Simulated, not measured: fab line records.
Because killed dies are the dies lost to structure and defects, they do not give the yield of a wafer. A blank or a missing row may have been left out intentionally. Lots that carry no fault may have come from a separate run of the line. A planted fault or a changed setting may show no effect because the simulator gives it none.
The tool behind it: which one? + flow nand harc + 14 lots with 40 wafers sampled at 5 steps, on a route of 1159 steps

== WHAT EACH GAUGE READ, for each wafer ==
NHARC_A_ZERO_WELL_INSPECT_17. Usual: raw defect count reads 10 (standard deviation 5.9).
| lot  | measured     | on                | raw defect count | flag |
|------|--------------|-------------------|------------------|------|
| L698 | day 6 22:25  | defect inspect-02 | 15 9 6           |      |
| L701 | day 7 09:07  | defect inspect-01 | 5 2 4            |      |
| L700 | day 7 09:38  | defect inspect-01 | 13 24 35         |      |
| L702 | day 7 20:43  | defect inspect-02 | 5 4 6            |      |
| L705 | day 8 08:01  | defect inspect-01 | 9 15 4           |      |
| L706 | day 8 15:01  | defect inspect-01 | 15 18 7          |      |
| L707 | day 8 17:53  | defect inspect-02 | 8 17 11          |      |
| L708 | day 8 18:43  | defect inspect-02 | 14 4 11          |      |
| L711 | day 10 00:10 | defect inspect-01 | 10 5             |      |
| L713 | day 10 11:43 | defect inspect-02 | 10 5             |      |
| L717 | day 11 04:42 | defect inspect-01 | 4 5 10           |      |
| L719 | day 11 14:25 | defect inspect-01 | 6 10 13          |      |
| L718 | day 11 15:57 | defect inspect-01 | 3 12 9           |      |
| L720 | day 12 05:20 | defect inspect-02 | 5 11 3           |      |

NHARC_A_ONON_D1_THK_MEAS_18: measures by ellipsometry. Usual: thk nm reads 1003 nm (standard deviation 9.6).
| lot  | measured     | on            | thk nm (nm)    | flag |
|------|--------------|---------------|----------------|------|
| L698 | day 8 05:52  | film metro-02 | 1002 999 1001  |      |
| L701 | day 8 20:20  | film metro-02 | 985 984 983    |      |
| L700 | day 8 20:21  | film metro-01 | 1008 1008 1009 |      |
| L702 | day 9 04:05  | film metro-01 | 1015 1013 1015 |      |
| L705 | day 9 16:25  | film metro-02 | 1003 1003 1002 |      |
| L706 | day 9 22:52  | film metro-01 | 1007 1007 1007 |      |
| L707 | day 9 23:13  | film metro-02 | 993 992 992    |      |
| L708 | day 9 22:52  | film metro-01 | 996 995 996    |      |
| L711 | day 11 05:37 | film metro-01 | 915 991        | OFF  |
| L713 | day 11 21:05 | film metro-01 | 935 1010       | OFF  |
| L717 | day 12 11:29 | film metro-02 | 1011 1009 1010 |      |
| L719 | day 12 21:41 | film metro-01 | 999 997 996    |      |
| L718 | day 12 21:41 | film metro-02 | 1010 1009 1008 |      |
| L720 | day 13 14:25 | film metro-02 | 999 999 1000   |      |

NHARC_END_SORT_01. Usual: killed at array 26, standard deviation 10; killed at other 0.8, standard deviation 1.1; killed at periphery 3.3, standard deviation 2.6; killed dies 30, standard deviation 11; killed open 3.4, standard deviation 1.8; killed short 2.0, standard deviation 1.3.
| lot  | measured     | on        | killed at array | killed at other | killed at periphery | killed dies | killed open | killed short | flag |
|------|--------------|-----------|-----------------|-----------------|---------------------|-------------|-------------|--------------|------|
| L711 | day 22 11:29 | prober-02 | 676 13          | 0 1             | 1 4                 | 677 18      | 4 4         | 1 2          | OFF  |
| L713 | day 23 01:52 | prober-01 | 671 39          | 2 2             | 4 5                 | 677 46      | 3 6         | 3 2          | OFF  |

== WHAT TOOL EACH LOT RAN ON (gives the tool, then ch and the chambers of the sampled wafers, and finally the start) ==
| lot  | NHARC_A_ONON_D1_DEP_16           | NHARC_A_CHANNEL_HOLE_D1_DEP_00 |
|------|----------------------------------|--------------------------------|
| L698 | pecvd onon-02 ch 0, day 8 05:21  | acl dep-01 ch 0, day 8 10:34   |
| L701 | pecvd onon-02 ch 0, day 8 19:53  | acl dep-01 ch 0, day 8 23:47   |
| L700 | pecvd onon-03 ch 0, day 8 19:53  | acl dep-03 ch 0, day 8 23:32   |
| L702 | pecvd onon-02 ch 0, day 9 03:37  | acl dep-03 ch 0, day 9 07:17   |
| L705 | pecvd onon-02 ch 0, day 9 15:54  | acl dep-02 ch 0, day 9 20:02   |
| L706 | pecvd onon-03 ch 0, day 9 22:25  | acl dep-02 ch 0, day 10 02:03  |
| L707 | pecvd onon-02 ch 0, day 9 22:43  | acl dep-01 ch 0, day 10 04:19  |
| L708 | pecvd onon-02 ch 0, day 9 22:22  | acl dep-03 ch 0, day 10 01:44  |
| L711 | pecvd onon-02 ch 0, day 11 05:10 | acl dep-03 ch 0, day 11 09:32  |
| L713 | pecvd onon-02 ch 0, day 11 20:38 | acl dep-03 ch 0, day 12 00:54  |
| L717 | pecvd onon-04 ch 0, day 12 10:58 | acl dep-02 ch 0, day 12 14:33  |
| L719 | pecvd onon-03 ch 0, day 12 21:14 | acl dep-02 ch 0, day 13 01:44  |
| L718 | pecvd onon-04 ch 0, day 12 21:10 | acl dep-01 ch 0, day 13 01:16  |
| L720 | pecvd onon-03 ch 0, day 13 13:55 | acl dep-01 ch 0, day 13 19:46  |
- NHARC_A_ONON_D1_DEP_16: target thk 1000 nm.
- NHARC_A_CHANNEL_HOLE_D1_DEP_00: deposits aC, target thk 3100 nm.

== AS READ BY THE TOOLS THEMSELVES (means over the sampled wafers that have a number; for cases with no such wafer, the mark the record gives instead) ==
NHARC_A_ONON_D1_DEP_16. Usual: sih4 flow sccm reads 210.1 sccm (standard deviation 0.64).
| lot  | tool          | sih4 flow sccm (sccm) | flag |
|------|---------------|-----------------------|------|
| L698 | pecvd onon-02 | 210.8                 |      |
| L701 | pecvd onon-02 | 209.9                 |      |
| L700 | pecvd onon-03 | 210.6                 |      |
| L702 | pecvd onon-02 | 210.3                 |      |
| L705 | pecvd onon-02 | 210.8                 |      |
| L706 | pecvd onon-03 | 209.3                 |      |
| L707 | pecvd onon-02 | 210.5                 |      |
| L708 | pecvd onon-02 | 209.6                 |      |
| L711 | pecvd onon-02 | 210.5                 |      |
| L713 | pecvd onon-02 | 209.4                 |      |
| L717 | pecvd onon-04 | 210.5                 |      |
| L719 | pecvd onon-03 | 210.0                 |      |
| L718 | pecvd onon-04 | 209.7                 |      |
| L720 | pecvd onon-03 | 210.3                 |      |

NHARC_A_CHANNEL_HOLE_D1_DEP_00. Usual: throttle valve pct reads 35.001 % (standard deviation 0.0088).
| lot  | tool       | throttle valve pct (%) | flag |
|------|------------|------------------------|------|
| L698 | acl dep-01 | 35.008                 |      |
| L701 | acl dep-01 | 35.006                 |      |
| L700 | acl dep-03 | 35.001                 |      |
| L702 | acl dep-03 | 34.993                 |      |
| L705 | acl dep-02 | 34.997                 |      |
| L706 | acl dep-02 | 35.007                 |      |
| L707 | acl dep-01 | 35.009                 |      |
| L708 | acl dep-03 | 35.004                 |      |
| L711 | acl dep-03 | 34.991                 |      |
| L713 | acl dep-03 | 35.000                 |      |
| L717 | acl dep-02 | 35.003                 |      |
| L719 | acl dep-02 | 35.006                 |      |
| L718 | acl dep-01 | 35.003                 |      |
| L720 | acl dep-01 | 35.005                 |      |

== THE ANSWER, worked out from the rows above alone ==
Rule: take the mean of a lot's wafers that have a number; if it is more than 3 standard deviations from the usual mean, the lot is off. Also off: a lot with no number at a reading for which 4 or more lots have one. Where the step has rows for the other lots, those lots are counted as sound. The gauges are gone through in route order, then the tools' own readings, and for those a lot's mean is taken as printed above. At the first step where some lot is off, the reading lying furthest off is the one used; lots without a number count as furthest.
Off: L711, L713, at NHARC_A_ONON_D1_THK_MEAS_18 (thk nm).
A tool fits if, at a process step before that reading, it ran every lot that is off, and no sound lot after the first of them. Not tried: the gauges at NHARC_A_ONON_D1_THK_MEAS_18; whatever is off there is also off at NHARC_END_SORT_01, on other tools, and gauge error can't account for it. One fits: NHARC_A_ONON_D1_DEP_16 on pecvd onon-02. A fault onset in the window from L707 (day 9 22:43, its last sound lot) to L711 (day 11 05:10, its first lot off) fits.

== WHAT THE SIMULATOR PUT IN ==
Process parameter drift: pecvd onon-02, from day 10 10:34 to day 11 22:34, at NHARC_A_ONON_D1_DEP_16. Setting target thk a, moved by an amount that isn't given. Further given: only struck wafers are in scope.
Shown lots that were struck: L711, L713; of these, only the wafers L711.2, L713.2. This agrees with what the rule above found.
